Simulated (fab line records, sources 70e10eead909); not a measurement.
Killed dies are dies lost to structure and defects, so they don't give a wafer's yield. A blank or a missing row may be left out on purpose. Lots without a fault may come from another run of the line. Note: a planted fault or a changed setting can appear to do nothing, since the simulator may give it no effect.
Comparing a struck lot with a sound one ; flow nand-harc ; 31 steps out of a route of 1159
Sound: the wafers L373.1, L373.2, L373.6. Struck: wafers L382.3, L382.6. The cause is given at the end.
For every step that has rows: the tool of each side, followed by ch and its chambers, followed by its first start. Under that, the readings that differ: sound wafers ; struck wafers ; difference of the means ; sigmas: that difference in standard deviations of wafers without a fault.
alike: same words and numbers on both sides, and readings whose means sit less than 2 such deviations apart. not compared: any withheld reading, any reading some wafer has no value for, any bound like >300 that may hide the same value, and any number with overlapping values for which the record gives no deviation.
The two part at a step that has a row with sigmas, a row that says differs or no value, or rows on one side only. When numbers do not overlap yet have no deviation, they are printed without sigmas and do not part them. A reading that every wafer of one side lacks parts them only if that side has two wafers or more.

first, 2 steps without rows for these wafers: NHARC_A_CHANNEL_HOLE_D1_PEB_08 (peb time 65 s); NHARC_A_CHANNEL_HOLE_D1_DEVELOP_09 (develop time 35 s).
NHARC_A_CHANNEL_HOLE_D1_CD_MEAS_10 targets a cd of 100 nm.
  sound on cd-sem-02 ch 0, day 9 06:26; struck on cd-sem-01 ch 0, day 11 10:17
  alike: cd-nm
NHARC_A_CHANNEL_HOLE_D1_OVL_MEAS_11:
  sound: overlay-01 at day 9 06:32; struck: overlay-01 at day 11 10:22
reading;sound;struck;difference;sigmas
overlay-x-nm (nm);-1.0 -1.1 -1.2;2.3 1.8;+3.1;+4
  alike: overlay-y-nm
NHARC_A_CHANNEL_HOLE_D1_INSPECT_12:
  sound: defect-inspect-02 at day 9 06:34; struck: defect-inspect-02 at day 11 10:25
  alike: raw-defect-count
NHARC_A_CHANNEL_HOLE_D1_DESCUM_15: chemistry O2, time 3 s.
  sound on rie-diel-13 ch 0,1,3, day 9 06:38; struck on rie-diel-05 ch 0,1, day 11 10:30
  alike: drypump-motor-current-A, oes-product-au, rf-vpp-V, showerhead-plenum-p-Torr, throttle-valve-pct
  not compared: rf-hours-counter-h
NHARC_A_CHANNEL_HOLE_D1_ETCH_38: etches the open film in CF4, target depth 39 nm, time 65 s.
  sound on rie-diel-13 ch 0,1,2, day 9 06:50; struck on rie-diel-05 ch 0,1, day 11 10:35
  alike: drypump-motor-current-A, oes-product-au, rf-fwd-power-W, rf-vpp-V, showerhead-plenum-p-Torr, throttle-valve-pct
  not compared: rf-hours-counter-h
then, 3 steps without rows for these wafers: NHARC_A_CHANNEL_HOLE_D1_ETCH_39 (etches the open film in N2/H2, target depth 260 nm, time 325 s); NHARC_A_CHANNEL_HOLE_D1_ETCH_34 (etches the open film in CF4/CHF3, target depth 154 nm, time 77 s); NHARC_A_CHANNEL_HOLE_D1_ETCH_16 (etches the open film in O2/COS, target depth 3100 nm, time 806 s).
NHARC_A_CHANNEL_HOLE_D1_CD_MEAS_18:
  sound: cd-sem-01 at day 9 08:11; struck: cd-sem-02 at day 11 11:36
  alike: cd-nm
then, 1 step without rows for these wafers: NHARC_A_CHANNEL_HOLE_D1_ETCH_19 (etches the open film in C4F8/O2/Ar, time 34.5 s).
NHARC_A_CHANNEL_HOLE_D1_ETCH_20: etches the open film in C4F8/O2/Ar, time 361.9 s, target depth 1600 nm.
  sound on har-etch-01 ch 0,1, day 9 11:37; struck on har-etch-01 ch 1, day 11 11:53
  alike: drypump-motor-current-A, showerhead-plenum-p-Torr, throttle-valve-pct
  not compared: rf-hours-counter-h
then, 1 step without rows for these wafers: NHARC_A_CHANNEL_HOLE_D1_ETCH_21 (etches the open film in C4F8/O2/Ar, time 514.3 s, target depth 1600 nm).
NHARC_A_CHANNEL_HOLE_D1_ETCH_22: etches the open film in C4F8/O2/Ar, time 666.7 s, target depth 1600 nm.
  sound on har-etch-01 ch 0,1, day 9 12:22; struck on har-etch-01 ch 1, day 11 12:44
  alike: drypump-motor-current-A, showerhead-plenum-p-Torr, throttle-valve-pct
  not compared: rf-hours-counter-h
then, 2 steps without rows for these wafers: NHARC_A_CHANNEL_HOLE_D1_ETCH_23 (etches the open film in C4F8/O2/Ar, time 819 s, target depth 1600 nm); NHARC_A_CHANNEL_HOLE_D1_ETCH_24 (etches the open film in C4F8/O2/Ar, time 906.2 s, target depth 1500 nm).
NHARC_A_CHANNEL_HOLE_D1_ETCH_25: etches the open film in C4F8/O2/Ar, time 1040.2 s, target depth 1500 nm.
  sound on har-etch-01 ch 0,1, day 9 14:24; struck on har-etch-01 ch 1, day 11 14:53
  alike: drypump-motor-current-A, showerhead-plenum-p-Torr, throttle-valve-pct
  not compared: rf-hours-counter-h
then, 1 step without rows for these wafers: NHARC_A_CHANNEL_HOLE_D1_ETCH_26 (etches the open film in C4F8/O2/Ar, time 224.1 s, target depth 300 nm).
NHARC_A_CHANNEL_HOLE_D1_ETCH_33: etches the open film in C4F8/O2/Ar, time 90 s, target depth 400 nm.
  sound on har-etch-01 ch 0,1, day 9 15:28; struck on har-etch-01 ch 1, day 11 15:44
  alike: drypump-motor-current-A, rf-fwd-power-W, showerhead-plenum-p-Torr, throttle-valve-pct
  not compared: rf-hours-counter-h
then, 7 steps without rows for these wafers: NHARC_A_CHANNEL_HOLE_D1_STRIP_41 (strips in N2/H2); NHARC_A_CHANNEL_HOLE_D1_STRIP_42 (strips in CF4/CHF3); NHARC_A_CHANNEL_HOLE_D1_STRIP_43 (strips in O2/COS); NHARC_A_CHANNEL_HOLE_D1_ETCH_44 (etches the open film in CF4/O2, target depth 140 nm, overetch 14 nm, time 77 s); NHARC_A_CHANNEL_HOLE_D1_STRIP_27 (strips in O2); NHARC_A_CHANNEL_HOLE_D1_PRECLEAN_28 (cleans in SC1); NHARC_A_CHANNEL_HOLE_D1_SRD_29.
NHARC_A_CHANNEL_HOLE_D1_CD_MEAS_30:
  sound: cd-sem-03 at day 9 17:01; struck: cd-sem-02 at day 11 17:22
  alike: cd-nm
NHARC_A_CHANNEL_HOLE_D1_XSEM_31:
  sound on xsem-01 ch 0, day 9 17:06; struck on xsem-01 ch 0
reading;sound;struck;difference;sigmas
bow-nm (nm);8.47 8.42 8.50;- -;no value on the struck wafers;
  alike: bot-cd-nm, tilt-deg
NHARC_A_CHANNEL_HOLE_D1_INSPECT_40:
  sound: defect-inspect-02 at day 9 17:12; struck: defect-inspect-02 at day 11 21:43
  alike: raw-defect-count
-- break in the record here, with 11 days between the starts of the struck wafers on either side (left off in module A_CHANNEL_HOLE_D1, picked up again in module END, where the first step shown is number 1159 on the route) --
NHARC_END_SORT_01:
  sound on prober-01 ch 0, day 20 01:42; struck on prober-01 ch 0, day 22 14:46
  alike: killed-at-array, killed-at-other, killed-at-periphery, killed-dies, killed-open, killed-short

== WHERE THEY PART ==
Earliest at NHARC_A_CHANNEL_HOLE_D1_OVL_MEAS_11; latest, in this record, at NHARC_A_CHANNEL_HOLE_D1_XSEM_31. Later steps at which nothing parts them and some readings are alike: NHARC_A_CHANNEL_HOLE_D1_INSPECT_40, NHARC_END_SORT_01.

WHY: what the simulator had put in
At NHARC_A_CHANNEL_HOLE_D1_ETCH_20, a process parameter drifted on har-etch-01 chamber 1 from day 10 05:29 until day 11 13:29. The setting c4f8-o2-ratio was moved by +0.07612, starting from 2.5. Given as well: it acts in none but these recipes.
